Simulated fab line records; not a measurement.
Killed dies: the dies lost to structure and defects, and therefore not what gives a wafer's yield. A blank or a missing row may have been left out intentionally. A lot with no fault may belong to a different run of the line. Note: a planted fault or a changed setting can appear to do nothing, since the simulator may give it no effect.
Chamber matching -- flow n5-finfet -- rie-diel-06 running N5_WELL_APT_DESCUM_13: 4 sister chambers
The step chemistry O2, time 7.9 s. 7 wafers are shown with their chamber, then 7 later ones without.

## WAFERS WITH THEIR CHAMBER
wafer,chamber,drypump-motor-current-A (A),showerhead-plenum-p-Torr (Torr)
L076.4,0,6.0,2.10
L083.1,3,5.9,2.12
L084.2,3,5.9,2.11
L087.3,2,5.1,2.19
L087.5,1,5.8,2.13
L091.1,2,5.1,2.19
L091.4,1,5.7,2.13

## WAFERS MISSING THEIR CHAMBER
wafer,drypump-motor-current-A (A),showerhead-plenum-p-Torr (Torr)
L091.6,6.0,2.08
L094.1,5.1,2.19
L094.4,6.0,2.08
L094.5,5.0,2.19
L096.1,6.0,2.08
L096.2,5.9,2.11
L096.3,5.8,2.12

## CHAMBER TAKEN BY EACH
wafer,from the rows above,in truth
L091.6,0,0
L094.1,2,2
L094.4,0,0
L094.5,2,2
L096.1,0,0
L096.2,3,3
L096.3,can't be placed: 1 or 3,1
6 of 7 placed correctly. Can't be placed from these rows: 1 (the true chamber is among the candidates in 1). 0 placed wrongly.
How it was worked out, from the rows above alone: a wafer's distance from a chamber is the root of the sum, over the readings, of the square of ((its reading less the chamber's mean) divided by the reading's scatter). The wafer belongs to the nearest chamber; if the next one is less than 2 further off, it can't be placed. The mean given for a chamber averages the wafers shown for that chamber. The scatter is the square root of a quotient: the sum, over the shown wafers, of each reading's squared deviation from its chamber's mean, divided by wafers minus chambers.
